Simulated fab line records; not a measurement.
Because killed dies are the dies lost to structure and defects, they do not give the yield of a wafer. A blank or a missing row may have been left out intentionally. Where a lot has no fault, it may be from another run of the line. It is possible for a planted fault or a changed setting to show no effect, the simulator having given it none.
Chamber matching | flow nand_harc | 4 sister chambers for NHARC_P_M1_CMP_23 on cmp-02
The step polishes, t overpolish 20 s, target thk 157.82 nm. 14 wafers are shown with their chamber, then 7 later ones without.

## WAFERS WITH THEIR CHAMBER
wafer  | chamber | motor_current_A (A) | time_to_endpoint_s (s)
L077.1 | 0       | 13.2                | 32.1
L077.4 | 3       | 11.2                | 32.2
L077.5 | 1       | 12.6                | 33.5
L082.1 | 3       | 11.5                | 28.8
L082.2 | 2       | 12.4                | 31.6
L082.6 | 2       | 11.8                | 32.3
L087.2 | 0       | 13.3                | 29.0
L087.4 | 2       | 12.3                | 28.5
L087.5 | 0       | 13.8                | 28.4
L085.1 | 0       | 13.5                | 29.1
L085.2 | 2       | 12.4                | 30.9
L085.3 | 1       | 13.4                | 27.7
L085.4 | 3       | 10.9                | 26.6
L085.5 | 0       | 13.3                | 27.9

SIGNATURES (averages over the wafers above)
reading            | chamber 0 | chamber 1 | chamber 2 | chamber 3 | scatter within a chamber
motor_current_A    | 13.420    | 13.000    | 12.225    | 11.200    | 0.312
time_to_endpoint_s | 29.300    | 30.600    | 30.825    | 29.200    | 2.27
Rule: for a wafer and a chamber, the distance is found by dividing, reading by reading, the gap between the wafer's reading and the chamber's mean by the reading's scatter, squaring, summing and taking the root. The wafer belongs to the nearest chamber; if the next one is less than 2 further off, it can't be placed. The scatter: the root of (the sum of the squares of (reading less its chamber's mean) over the shown wafers, divided by (wafers less chambers)).

## WAFERS WITH NO CHAMBER GIVEN
wafer  | motor_current_A (A) | time_to_endpoint_s (s)
L085.6 | 12.7                | 28.3
L096.1 | 11.2                | 25.2
L096.3 | 12.5                | 27.1
L096.6 | 12.7                | 29.4
L096.2 | 13.2                | 27.9
L096.4 | 12.7                | 29.4
L096.5 | 11.9                | 29.5

## THE CHAMBER EACH PASSED THROUGH
wafer  | from the rows above          | in truth
L085.6 | can't be placed: 1 or 2 or 0 | 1
L096.1 | 3                            | 3
L096.3 | can't be placed: 2 or 1 or 0 | 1
L096.6 | can't be placed: 1 or 2 or 0 | 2
L096.2 | can't be placed: 0 or 1      | 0
L096.4 | can't be placed: 1 or 2 or 0 | 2
L096.5 | can't be placed: 2 or 3      | 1
Correctly placed: 1 of 7. Not placeable from these rows: 6 (in 5, the candidates include the true chamber). Wrongly placed: 0.
